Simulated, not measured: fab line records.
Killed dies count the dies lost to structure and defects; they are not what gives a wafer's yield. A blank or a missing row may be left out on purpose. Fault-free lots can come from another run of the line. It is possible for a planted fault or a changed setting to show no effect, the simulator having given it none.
fab line records	flow n5-finfet
record lots=7	wafers=21	last-day=18
route steps=1938 shown MOL_CONTACT_COAG@596 BEOL_M4@1111 PASSIVATION@1936
lots that met no fault: taken from a fault-free run of the same line
start-h: hours from the record's opening day to when the first of the lot's shown wafers began	wait-h: time in hours since the lot's previous step	" identical to the entry in the row above	L1.1+2: a row that stands for several wafers	- value missing, or start not given	* or withheld: withheld	< > ~ a bound
route shown NAME@n: NAME is a module with steps in the file, n the number in the route of the first one	usual: average and standard deviation across the fault-free wafers	same: alike in all rows	chamber/n: place in a boat	sites: readings site by site	_std_site: the values' standard deviation	_edge_site: the outer-site mean with the inner-site mean subtracted	radius-mm: how far each site lies from the wafer's centre	mask NAME#n: copy n	behind: the last tool/chamber to shape the wafer	hold: the reason the lot was held/the length of the hold in hours/how it ended	device: the transistor (n, p or np) that didn't switch	end of line: at the end of the route, the tests of the same wafers	step lacking rows: just its recipe	killed: the dies lost at the first sort to structure and to defects; this is not the yield of the wafer	map: a wafer's dies, marking killed ones x, the rest . and places with no die _
set.NAME: setting as actually run; set.NAME@STEP: the setting as run at that earlier step	model.NAME: the simulator's own value behind a step, which no gauge read
lots at some steps of the route; a table a step, a row a wafer
services: the hour from which a tool's chamber was out of use, counted from the record's first day as start-h (under 0 if before that day), plus the number of hours and why
## steps
# step N5_MOL_CONTACT_COAG_COAT_34
# recipe resist=CAR-EUV	spin-rpm=1500	resist-thk-nm=40
# step N5_MOL_CONTACT_COAG_EBR_36
# recipe solvent=PGMEA	ebr-width-mm=1.5
# step N5_MOL_CONTACT_COAG_SOFTBAKE_35
# recipe temp-c=110	time-s=60	resist=CAR-EUV
# step N5_MOL_CONTACT_COAG_EXPOSE_37
# recipe mask-id=VD	na=0.33	source-shape=annular	sigma-inner=0.3	sigma-outer=0.7	polarization=unpolarized	defocus-nm=0	dose-mj=62
# step N5_MOL_CONTACT_COAG_PEB_38
# recipe peb-temp-c=100	peb-time-s=60	resist=CAR-EUV
# step N5_MOL_CONTACT_COAG_DEVELOP_39
# recipe develop-time-s=30	developer=TMAH	resist=CAR-EUV	rinse-liquid=surfactant-rinse	dry=air-spin	dev-temp-c=23
# step N5_MOL_CONTACT_COAG_CD_MEAS_40
# recipe target-cd-nm=25.1	landing-energy-ev=500	detector=se-inlens	polarity=opening
# usual cd-nm=25.15/0.24
lot.wafer	tool	chamber	start-h	wait-h	cd-nm
L634.3	cd-sem-02	0	108.85	-	25.65
L634.4	"	0	"	"	25.56
L634.6	"	0	"	"	25.37
L636.1	cd-sem-03	0	122.48	-	25.13
L636.2	"	0	"	"	25.31
L636.3	"	0	"	"	24.99
L645.1	cd-sem-02	0	180.04	-	25.26
L645.4	"	0	"	"	25.39
L645.6	"	0	"	"	25.44
L646.2	cd-sem-02	0	180.29	-	25.22
L646.3	"	0	"	"	25.19
L646.6	"	0	"	"	25.24
L647.1	cd-sem-03	0	191.82	-	25.08
L647.4	"	0	"	"	24.85
L647.5	"	0	"	"	25.12
L652.2	cd-sem-03	0	218.69	-	25.15
L652.3	"	0	"	"	25.19
L652.6	"	0	"	"	25.05
L655.1	cd-sem-01	0	243.80	-	25.86
L655.3	"	0	"	"	25.43
L655.6	"	0	"	"	24.89
# step N5_MOL_CONTACT_COAG_OVL_MEAS_41
# recipe points-per-wafer=522
# usual VD_OVL=0.2/0.66
lot.wafer	tool	chamber	start-h	wait-h	VD_OVL[nm]
L634.3	overlay-01	0	108.89	0.0	-0.7
L634.4	"	0	"	"	-0.8
L634.6	"	0	"	"	0.0
L636.1	overlay-01	0	122.51	0.0	-0.1
L636.2	"	0	"	"	-0.7
L636.3	"	0	"	"	-0.1
L645.1	overlay-02	0	180.07	0.0	0.5
L645.4	"	0	"	"	0.3
L645.6	"	0	"	"	0.8
L646.2	overlay-02	0	180.35	0.1	0.8
L646.3	"	0	"	"	-0.6
L646.6	"	0	"	"	0.0
L647.1	overlay-02	0	191.85	0.0	1.4
L647.4	"	0	"	"	1.0
L647.5	"	0	"	"	0.5
L652.2	overlay-02	0	218.73	0.0	-0.9
L652.3	"	0	"	"	-0.1
L652.6	"	0	"	"	-0.4
L655.1	overlay-01	0	243.83	0.0	1.2
L655.3	"	0	"	"	0.4
L655.6	"	0	"	"	1.2
# step N5_MOL_CONTACT_COAG_INSPECT_42
# recipe mode=adi	inspect-instrument=brightfield
# usual raw-defect-count=212/69
lot.wafer	tool	chamber	start-h	wait-h	raw-defect-count
L634.3	defect-inspect-02	-	108.93	0.0	213
L634.4	"	-	"	"	178
L634.6	"	-	"	"	281
L636.1	defect-inspect-01	-	122.56	0.1	143
L636.2	"	-	"	"	173
L636.3	"	-	"	"	128
L645.1	defect-inspect-01	-	180.12	0.1	226
L645.4	"	-	"	"	181
L645.6	"	-	"	"	217
L646.2	defect-inspect-02	-	180.40	0.0	176
L646.3	"	-	"	"	201
L646.6	"	-	"	"	167
L647.1	defect-inspect-02	-	191.91	0.1	362
L647.4	"	-	"	"	342
L647.5	"	-	"	"	293
L652.2	defect-inspect-02	-	218.78	0.0	184
L652.3	"	-	"	"	198
L652.6	"	-	"	"	183
L655.1	defect-inspect-01	-	243.89	0.1	246
L655.3	"	-	"	"	198
L655.6	"	-	"	"	192
# step N5_MOL_CONTACT_COAG_DESCUM_45
# recipe chemistry=O2	time-s=7	source-power-w=50	bias-power-w=20	pressure-mtorr=20	rf-frequency-hz=2.712e+07	temp-c=40	resist=CAR-EUV	o2-flow-sccm=225
# usual drypump-motor-current-A=5.5/0.34	oes-product-au=0.82/0.088	rf-vpp-V=243.6/1.4	showerhead-plenum-p-Torr=2.13/0.066	throttle-valve-pct=20.4/0.33
lot.wafer	tool	chamber	start-h	wait-h	drypump-motor-current-A	oes-product-au	rf-hours-counter-h	rf-vpp-V	showerhead-plenum-p-Torr	throttle-valve-pct
L634.3	rie-diel-04	0	109.13	0.2	5.4	0.87	37	246.0	2.23	20.7
L634.4	"	1	"	"	5.8	0.68	237	243.6	2.15	20.6
L634.6	"	1	"	"	5.7	0.68	-	244.0	2.15	20.6
L636.1	rie-diel-06	3	122.60	0.0	6.5	0.73	188	242.3	2.16	20.5
L636.2	"	0	"	"	5.5	0.75	173	242.6	2.09	20.2
L636.3	"	2	"	"	5.0	0.84	71	242.3	2.03	20.5
L645.1	rie-diel-06	1	180.46	0.3	5.3	0.77	134	243.1	2.01	20.7
L645.4	"	2	"	"	5.0	0.81	92	241.2	2.02	20.5
L645.6	"	3	"	"	6.5	0.71	-	244.2	2.15	20.5
L646.2	rie-diel-03	2	180.49	0.1	5.7	0.90	29	246.2	2.22	20.0
L646.3	"	0	"	"	5.0	0.86	42	243.9	2.05	20.5
L646.6	"	1	"	"	5.6	0.68	-	242.2	2.07	20.5
L647.1	rie-diel-04	2	191.95	0.0	5.7	0.85	51	243.5	2.12	19.9
L647.4	"	0	"	"	5.4	0.83	-	245.1	2.22	20.8
L647.5	"	3	"	"	5.5	0.89	-	243.8	2.13	19.9
L652.2	rie-diel-03	2	218.81	0.0	5.6	0.87	43	243.7	2.22	20.0
L652.3	"	3	"	"	5.7	0.95	14	243.0	2.14	20.6
L652.6	"	2	"	"	5.6	0.85	-	246.2	2.22	20.0
L655.1	rie-diel-04	3	243.93	0.0	5.5	0.86	57	243.0	2.12	19.9
L655.3	"	1	"	"	5.7	0.90	26	242.0	2.14	20.2
L655.6	"	2	"	"	5.7	0.83	-	244.9	2.11	19.9
# step N5_MOL_CONTACT_COAG_ETCH_65
# recipe chemistry=N2/H2	target=underlayer	target-depth-a=130	mask-material=CAR-EUV	time-s=10.4	ion-energy-ev=200	pressure-mtorr=30	source-w=840	bias-w=150	n2-flow-sccm=200	h2-flow-sccm=200	ends=cleared
# usual drypump-motor-current-A=5.6/0.34	etch-rf-on-time-s=10.40/0.23	n2-flow-sccm=200.0/0.59	oes-product-au=0.70/0.076	rf-vpp-V=525.0/2.3	showerhead-plenum-p-Torr=2.59/0.08	throttle-valve-pct=17.8/0.34
lot.wafer	tool	chamber	start-h	wait-h	drypump-motor-current-A	etch-rf-on-time-s	n2-flow-sccm	oes-product-au	rf-hours-counter-h	rf-vpp-V	showerhead-plenum-p-Torr	throttle-valve-pct
L634.3	rie-diel-04	0	109.16	0.0	5.4	10.20	200.6	0.74	37	529.6	2.71	18.1
L634.4	"	1	"	"	5.8	10.51	201.1	0.58	237	526.4	2.61	18.0
L634.6	"	1	"	"	5.8	10.59	201.0	0.58	-	526.0	2.61	18.0
L636.1	rie-diel-06	3	122.63	0.0	6.5	10.47	199.9	0.62	188	526.8	2.63	18.1
L636.2	"	0	"	"	5.5	10.67	199.4	0.63	173	521.9	2.54	17.6
L636.3	"	2	"	"	5.0	10.39	201.0	0.71	71	521.6	2.47	18.0
L645.1	rie-diel-06	1	180.49	0.0	5.3	10.18	200.0	0.65	134	522.7	2.45	18.2
L645.4	"	2	"	"	5.0	10.38	200.9	0.70	92	522.5	2.46	18.1
L645.6	"	3	"	"	6.5	10.43	199.5	0.61	-	528.1	2.63	18.2
L646.2	rie-diel-03	2	180.53	0.0	5.7	10.59	199.5	0.75	29	527.1	2.70	17.4
L646.3	"	0	"	"	5.1	10.52	200.1	0.74	42	523.1	2.48	17.8
L646.6	"	1	"	"	5.6	10.92	199.9	0.58	-	523.4	2.50	17.9
L647.1	rie-diel-04	2	191.98	0.0	5.7	10.28	200.4	0.73	51	525.5	2.59	17.4
L647.4	"	0	"	"	5.4	10.22	199.0	0.70	-	527.7	2.70	18.2
L647.5	"	3	"	"	5.5	10.01	200.2	0.76	-	524.3	2.59	17.3
L652.2	rie-diel-03	2	218.85	0.0	5.6	10.49	200.5	0.73	43	527.3	2.70	17.4
L652.3	"	3	"	"	5.7	10.49	198.6	0.81	14	526.6	2.61	18.1
L652.6	"	2	"	"	5.7	10.58	200.1	0.73	-	526.8	2.70	17.4
L655.1	rie-diel-04	3	243.96	0.0	5.5	10.10	200.1	0.74	57	528.4	2.58	17.3
L655.3	"	1	"	"	5.8	10.21	200.5	0.77	26	524.5	2.60	17.6
L655.6	"	2	"	"	5.7	10.38	200.6	0.71	-	524.9	2.58	17.4
# step N5_MOL_CONTACT_COAG_ETCH_66
# recipe chemistry=CF4	target=SiARC	target-depth-a=130	mask-material=CAR-EUV	time-s=21.7	ion-energy-ev=80	pressure-mtorr=40	source-w=545	bias-w=36	Ar_flow_sccm=100	cf4-flow-sccm=100	ends=cleared
# usual drypump-motor-current-A=5.5/0.34	etch-rf-on-time-s=21.7/0.47	mfc-ar-sccm=99.9/0.3	oes-product-au=0.70/0.075	rf-vpp-V=184.4/1	showerhead-plenum-p-Torr=2.18/0.061	throttle-valve-pct=15.56/0.3
lot.wafer	tool	chamber	start-h	wait-h	drypump-motor-current-A	etch-rf-on-time-s	mfc-ar-sccm	oes-product-au	rf-hours-counter-h	rf-vpp-V	showerhead-plenum-p-Torr	throttle-valve-pct
L634.3	rie-diel-04	0	109.18	0.0	5.4	21.5	100.3	0.73	37	186.2	2.26	15.71
L634.4	"	1	"	"	5.8	22.1	100.1	0.58	237	183.1	2.20	15.82
L634.6	"	1	"	"	5.7	22.1	100.2	0.58	-	184.8	2.20	15.81
L636.1	rie-diel-06	3	122.65	0.0	6.5	21.6	100.1	0.62	188	183.7	2.21	15.76
L636.2	"	0	"	"	5.5	22.1	99.9	0.62	173	183.7	2.14	15.51
L636.3	"	2	"	"	5.0	21.7	99.7	0.72	71	184.1	2.09	15.75
L645.1	rie-diel-06	1	180.51	0.0	5.3	21.5	100.1	0.64	134	184.1	2.06	15.89
L645.4	"	2	"	"	5.0	21.9	99.7	0.69	92	183.8	2.09	15.78
L645.6	"	3	"	"	6.5	22.0	99.8	0.60	-	185.1	2.21	15.80
L646.2	rie-diel-03	2	180.55	0.0	5.7	22.0	99.7	0.76	29	186.9	2.28	15.24
L646.3	"	0	"	"	5.0	21.7	99.7	0.74	42	183.9	2.10	15.59
L646.6	"	1	"	"	5.6	22.6	100.3	0.59	-	183.3	2.11	15.72
L647.1	rie-diel-04	2	192.00	0.0	5.7	21.6	99.8	0.73	51	185.2	2.17	15.12
L647.4	"	0	"	"	5.4	21.6	99.7	0.70	-	185.6	2.25	15.77
L647.5	"	3	"	"	5.5	21.2	99.8	0.76	-	185.1	2.18	15.13
L652.2	rie-diel-03	2	218.87	0.0	5.7	22.1	100.0	0.73	43	185.3	2.27	15.27
L652.3	"	3	"	"	5.7	21.7	99.8	0.81	14	184.6	2.19	15.72
L652.6	"	2	"	"	5.7	21.9	100.0	0.73	-	186.7	2.27	15.27
L655.1	rie-diel-04	3	243.98	0.0	5.5	21.3	99.9	0.74	57	182.6	2.17	15.15
L655.3	"	1	"	"	5.7	21.3	99.9	0.77	26	184.4	2.19	15.41
L655.6	"	2	"	"	5.7	21.3	100.2	0.72	-	184.0	2.17	15.16
# step N5_MOL_CONTACT_COAG_ALD_133
# recipe material=SiO2	target-thk-a=50	temp-c=100	ald-precursor-family=BDEAS	ald-co-reactant=O2-plasma	pulse-time-s=1	co-reactant-pulse-time-s=1	purge-time-s=2	co-reactant-purge-time-s=2	ald-cycles=35	pressure-torr=2
# usual ald-cycles=35/0	heater-power-w=79/7.7	precursor-pulse-height-rel=1.001/0.024
# same purge-time-s=2
lot.wafer	tool	chamber	start-h	wait-h	ald-cycles	heater-power-w	precursor-pulse-height-rel
L634.3	ald-sin-02	1	109.26	0.1	35	76	0.982
L634.4	"	3	"	"	35	80	0.990
L634.6	"	2	"	"	35	85	1.072
L636.1	ald-sin-03	3	122.73	0.1	35	72	0.984
L636.2	"	2	"	"	35	95	0.997
L636.3	"	1	"	"	35	75	0.956
L645.1	ald-sin-03	2	180.59	0.1	37	95	0.988
L645.4	"	1	"	"	37	76	1.004
L645.6	"	0	"	"	37	81	0.993
L646.2	ald-sin-03	0	180.75	0.2	35	81	0.976
L646.3	"	1	"	"	35	76	1.013
L646.6	"	2	"	"	37	94	1.034
L647.1	ald-sin-03	3	192.08	0.1	37	74	0.995
L647.4	"	0	"	"	37	82	0.955
L647.5	"	2	"	"	35	96	0.970
L652.2	ald-sin-01	0	218.95	0.1	35	85	1.023
L652.3	"	1	"	"	35	68	0.984
L652.6	"	0	"	"	35	86	1.007
L655.1	ald-sin-02	3	244.06	0.1	35	80	1.006
L655.3	"	1	"	"	35	76	0.989
L655.6	"	1	"	"	35	78	1.006
# step N5_MOL_CONTACT_COAG_ETCHBACK_134
# recipe chemistry=CHF3	target=SiO2	target-depth-a=100	time-s=6.7	ion-energy-ev=200	pressure-mtorr=30	source-w=610	bias-w=170	Ar_flow_sccm=200	CHF3_flow_sccm=50
# usual drypump-motor-current-A=5.5/0.36	mfc-ar-sccm=200.0/0.61	oes_f_703_au=0.82/0.085	oes-product-au=0.82/0.091	rf-vpp-V=524/5.6	showerhead-plenum-p-Torr=2.40/0.073	throttle-valve-pct=18.66/0.3
lot.wafer	tool	chamber	start-h	wait-h	drypump-motor-current-A	mfc-ar-sccm	oes_f_703_au	oes-product-au	rf-hours-counter-h	rf-vpp-V	showerhead-plenum-p-Torr	throttle-valve-pct
L634.3	rie-diel-04	3	109.44	0.1	5.5	200.3	0.96	0.96	10	524	2.43	18.16
L634.4	"	0	"	"	5.4	200.5	0.86	0.86	37	525	2.51	18.88
L634.6	"	1	"	"	5.8	199.4	0.69	0.68	-	526	2.45	18.91
L636.1	rie-diel-03	2	122.91	0.1	5.7	199.7	0.93	0.95	5	536	2.54	18.30
L636.2	"	3	"	"	5.6	200.2	0.68	0.69	241	529	2.44	19.28
L636.3	"	1	"	"	5.6	200.2	0.70	0.71	216	529	2.36	18.77
L645.1	rie-diel-04	3	180.77	0.1	5.5	199.7	0.91	0.91	35	521	2.42	18.21
L645.4	"	2	"	"	5.7	199.7	0.86	0.86	47	526	2.42	18.23
L645.6	"	3	"	"	5.5	200.2	0.90	0.90	-	522	2.42	18.22
L646.2	rie-diel-06	1	180.93	0.1	5.3	200.5	0.77	0.76	134	518	2.29	19.00
L646.3	"	0	"	"	5.5	199.5	0.73	0.72	194	518	2.37	18.59
L646.6	"	0	"	"	5.5	199.9	0.73	0.71	-	517	2.37	18.59
L647.1	rie-diel-06	1	192.26	0.1	5.3	199.7	0.76	0.75	138	518	2.29	19.01
L647.4	"	0	"	"	5.4	199.6	0.73	0.72	199	517	2.37	18.61
L647.5	"	1	"	"	5.3	199.6	0.76	0.76	-	517	2.29	18.99
L652.2	rie-diel-03	2	219.13	0.1	5.7	199.5	0.85	0.86	43	535	2.52	18.36
L652.3	"	3	"	"	5.7	200.7	0.94	0.95	14	529	2.43	18.92
L652.6	"	0	"	"	5.0	201.5	0.86	0.85	-	517	2.32	18.75
L655.1	rie-diel-03	1	244.24	0.1	5.6	200.5	0.92	0.93	6	529	2.35	18.43
L655.3	"	2	"	"	5.7	200.2	0.84	0.84	55	535	2.52	18.36
L655.6	"	1	"	"	5.6	199.8	0.91	0.93	-	529	2.35	18.43
# step N5_BEOL_M4_RC_MEAS_101
# usual DIBL_N=36.4/1.4	DIBL_P=36.3/1.8	IOFF_N=0.163/0.024	IOFF_P=0.21/0.034	ION_N=673/11	ION_P=461/7.4	SS_N=71.6/0.52	SS_P=73.3/0.58	VT_N=249.4/2.5	VT_P=-250/3.5
lot.wafer	tool	chamber	start-h	wait-h	DIBL_N[mV/V]	DIBL_P[mV/V]	IOFF_N[nA/um]	IOFF_P[nA/um]	ION_N[uA/um]	ION_P[uA/um]	SS_N[mV/dec]	SS_P[mV/dec]	VT_N[mV]	VT_P[mV]
L634.3	prober-01	0	175.48	0.3	36.0	37.0	0.159	0.22	666	460	71.7	73.3	252.2	-248
L634.4	"	0	"	"	36.0	35.9	0.148	0.21	660	459	72.2	72.9	248.3	-248
L634.6	"	0	"	"	38.1	39.2	0.187	0.26	678	467	72.2	74.2	246.8	-247
L636.1	prober-02	0	191.89	0.0	38.0	37.4	0.181	0.27	675	467	72.0	73.6	246.9	-244
L636.2	"	0	"	"	37.2	37.0	0.161	0.24	681	472	71.9	73.4	249.2	-246
L636.3	"	0	"	"	37.8	37.5	0.179	0.27	684	478	72.3	73.7	246.0	-244
L645.1	prober-01	0	255.18	0.0	37.1	37.2	0.172	0.24	684	469	72.0	72.5	247.0	-248
L645.4	"	0	"	"	36.9	37.4	0.172	0.24	667	462	71.6	72.9	248.6	-248
L645.6	"	0	"	"	36.9	37.1	0.165	0.24	683	476	71.8	73.1	248.9	-244
L646.2	prober-01	0	258.07	0.2	37.5	37.5	0.201	0.25	678	462	72.1	73.9	247.8	-248
L646.3	"	0	"	"	37.8	38.8	0.212	0.27	681	466	72.2	73.9	247.0	-246
L646.6	"	0	"	"	34.7	35.5	0.158	0.21	678	466	71.9	73.9	249.5	-249
L647.1	prober-01	0	260.20	0.0	36.1	37.3	0.168	0.23	678	460	72.5	73.5	248.1	-249
L647.4	"	0	"	"	33.9	34.3	0.118	0.18	659	455	71.5	72.2	255.4	-249
L647.5	"	0	"	"	35.8	36.7	0.162	0.22	672	463	71.8	72.5	249.3	-247
L652.2	prober-01	0	286.57	0.2	37.4	37.1	0.166	0.23	674	464	72.2	73.5	248.7	-248
L652.3	"	0	"	"	38.9	38.8	0.193	0.27	688	467	71.9	73.6	249.4	-247
L652.6	"	0	"	"	39.5	39.1	0.201	0.27	686	471	72.2	74.1	247.1	-244
L655.1	prober-01	0	305.94	0.0	40.2	38.5	0.211	0.29	689	475	72.2	73.4	247.9	-243
L655.3	"	0	"	"	39.1	37.0	0.180	0.26	666	461	72.6	73.1	249.2	-245
L655.6	"	0	"	"	40.0	37.8	0.204	0.29	683	471	72.2	74.0	246.8	-245
# step N5_PASSIVATION_PROBE_49
# usual defect-limited-yield=91.4/1.6	killed_at_M0_to_M3=34/12	killed_at_M4_up=13/5.2	killed-at-contacts=11/5.5	killed-at-front-end=40/13	killed-at-other=3.4/2.7	killed-dies=102/19	killed-open=66/15	killed-short=33/7.9	sort_bin_5_function=5.1/1.1	sort_bin_6_memory=3.2/0.7	sort-n-pass=1078/19	sort-yield-pct=91.4/1.6
# same gross-dies=1180	killed-at-back-side=0	sort_bin_4_leakage[%]=0	sort_bin_8_speed[%]=0
lot.wafer	tool	chamber	start-h	wait-h	defect-limited-yield[%]	killed_at_M0_to_M3	killed_at_M4_up	killed-at-contacts	killed-at-front-end	killed-at-other	killed-dies	killed-open	killed-short	sort_bin_5_function[%]	sort_bin_6_memory[%]	sort-n-pass	sort-yield-pct[%]
L634.3	prober-02	-	277.53	0.1	93.1	37	10	9	19	6	81	51	29	4.2	2.5	1099	93.1
L634.4	prober-02	-	277.58	0.2	93.1	18	15	4	41	4	82	43	38	3.7	3.0	1098	93.1
L634.6	prober-02	-	277.68	0.3	93.6	33	9	5	27	2	76	48	27	3.3	3.0	1104	93.6
# killed by level:class
L634.3 BEOL_M2:geometric-particle:open=13 MOL_CONTACT_COAG:geometric-particle:open=9 BEOL_M0_SAQP:geometric-particle:short=7 BEOL_M0_SAQP:geometric-particle:open=7 FIN_SAQP:geometric-particle:open=4 GATE_CUT:geometric-particle:short=4 BEOL_M3:geometric-particle:short=4 ILD0:geometric-particle:open=3
L634.4 BEOL_M2:geometric-particle:open=9 GATE_CUT:geometric-particle:short=7 BEOL_M4:geometric-particle:open=6 STARTING-WAFER:geometric-particle:short=6 DUMMY_GATE:geometric-particle:open=5 ILD0:geometric-particle:short=5 FIN_SAQP:geometric-particle:short=4 STI_FIN_REVEAL:geometric-particle:open=4
L634.6 BEOL_M2:geometric-particle:open=8 STARTING-WAFER:geometric-particle:open=6 GATE_CUT:geometric-particle:short=5 BEOL_M1:geometric-particle:open=5 FIN_SAQP:geometric-particle:short=4 DUMMY_GATE:geometric-particle:open=4 MOL_CONTACT_COAG:geometric-particle:open=4 BEOL_M3:geometric-particle:short=4
## services
tool	chamber	start-h	hours	kind
ald-sin-01	-	86.18	14.0	pm
ald-sin-01	0	86.18	14.0	vent-cycle
ald-sin-01	1	86.18	14.0	vent-cycle
ald-sin-01	2	86.18	14.0	vent-cycle
ald-sin-01	3	86.18	14.0	vent-cycle
ald-sin-01	0	100.18	-	clean
ald-sin-01	1	100.18	-	clean
ald-sin-01	2	100.18	-	clean
rie-diel-03	0	111.09	14.0	repair
ald-sin-02	0	120.69	7.7	repair
rie-diel-03	3	148.21	-	clean
rie-diel-03	3	148.21	-	consumable-replace:focus-ring
rie-diel-03	3	148.21	29.4	scheduled-down
rie-diel-03	3	148.21	29.4	vent-cycle
rie-diel-04	1	149.34	-	clean
rie-diel-04	1	149.34	-	consumable-replace:focus-ring
rie-diel-04	1	149.34	18.4	scheduled-down
rie-diel-04	1	149.34	18.4	vent-cycle
ald-sin-01	0	159.33	3.7	repair
rie-diel-03	1	211.40	-	clean
rie-diel-03	1	211.40	-	consumable-replace:focus-ring
rie-diel-03	1	211.40	17.4	scheduled-down
rie-diel-03	1	211.40	17.4	vent-cycle
rie-diel-06	3	226.21	11.0	repair
## key
first-sign step=N5_MOL_CONTACT_COAG_ALD_133	reading=ald-cycles	direction=up	sigmas=99+	usual=*	struck=*
effect none on later readings
met-at N5_MOL_CONTACT_COAG_ALD_133
struck-wafers L645.1,L645.4,L645.6,L646.6,L647.1,L647.4
onset-between 122.73 180.59
fault kind=process-parameter-drift	tool=ald-sin-03	chamber=-	onset-h=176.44	steps=N5_MOL_CONTACT_COAG_ALD_133	channel=ald-cycles	offset=*	shape=step	end-h=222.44	scope=struck-wafers-only	acts-in=*	stated=*
